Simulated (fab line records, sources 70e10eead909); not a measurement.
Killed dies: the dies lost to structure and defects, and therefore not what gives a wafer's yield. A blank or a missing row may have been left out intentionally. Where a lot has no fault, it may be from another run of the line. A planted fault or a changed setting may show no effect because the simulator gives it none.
Tool commonality check ; flow nand harc ; 3 lots and 9 wafers in the sample

== REASON FOR OPENING ==
At NHARC_END_SORT_01 the reading killed at array is flagged on 3 of 3 lots. Fault-free wafers read 28, with a standard deviation of 9.1.
Rule: a lot is flagged when every wafer of it that has a number lies more than 4 standard deviations from that mean, or none has a number. As for the other lots, they are considered sound.

lot;measured;on;killed at array, wafer by wafer;flag
L314;day 24 12:34;prober-02;88 86 137;FLAGGED
L317;day 25 19:16;prober-01;67 89 85;FLAGGED
L316;day 25 21:22;prober-02;79 92 118;FLAGGED
Average over the flagged lots: 93; offset from the usual +65, equal to +7 standard deviations.

== TOOL THAT RAN EACH LOT ==
3 process steps preceding the reading are held in the record, out of 1159 steps in the route. Read each cell as the tool, then ch plus the chambers that the sampled wafers visited, then the start.
lot;flag;NHARC_A_STAIRCASE_STRIP_461;NHARC_A_BONDPAD_ANNEAL_28;NHARC_THIN_TSV_STRIP_56
L314;FLAGGED;rie diel-05 ch 0,3, day 15 18:28;rtp anneal-01 ch 0, day 22 04:59;plasma asher-02 ch 0,1, day 22 23:01
L317;FLAGGED;rie diel-05 ch 1,3, day 16 17:52;rtp anneal-01 ch 0, day 23 02:25;plasma asher-01 ch 0,1, day 23 22:33
L316;FLAGGED;rie diel-05 ch 0,1,3, day 16 10:14;rtp anneal-02 ch 0, day 23 04:20;plasma asher-01 ch 0,1, day 24 00:18
These steps, and what they do:
- NHARC_A_STAIRCASE_STRIP_461: strips in O2/COS.
- NHARC_A_BONDPAD_ANNEAL_28: time 90 s.
- NHARC_THIN_TSV_STRIP_56: strips in O2.
- NHARC_END_SORT_01

== FLAGGED AGAINST TOTAL, ONE TOOL AT A TIME (gauges that did the reading follow at the end) ==
step;tool;lots run;flagged;share of the flagged lots;sound lots run after its first flagged lot
NHARC_A_STAIRCASE_STRIP_461;rie diel-05;3;3;all;0
NHARC_A_BONDPAD_ANNEAL_28;rtp anneal-01;2;2;some;0
NHARC_A_BONDPAD_ANNEAL_28;rtp anneal-02;1;1;some;0
NHARC_THIN_TSV_STRIP_56;plasma asher-01;2;2;some;0
NHARC_THIN_TSV_STRIP_56;plasma asher-02;1;1;some;0
NHARC_END_SORT_01;prober-01;1;1;some;0
NHARC_END_SORT_01;prober-02;2;2;some;0

== WHAT THE TABLE ALLOWS ==
1 row of the table ran every flagged lot: rie diel-05 at NHARC_A_STAIRCASE_STRIP_461.
- rie diel-05 at NHARC_A_STAIRCASE_STRIP_461: 3 of its 3 lots flagged. The start can't be narrowed down: in this sample, it ran no sound lot prior to its first flagged lot.
Left over: one tool, rie diel-05 at NHARC_A_STAIRCASE_STRIP_461.

== WHAT THE SIMULATOR HAD INSERTED ==
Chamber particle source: rie diel-05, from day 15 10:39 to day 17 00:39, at NHARC_A_STAIRCASE_STRIP_461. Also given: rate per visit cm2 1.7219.
Shown lots that were struck: L314, L317, L316. The same result came from the rule above.
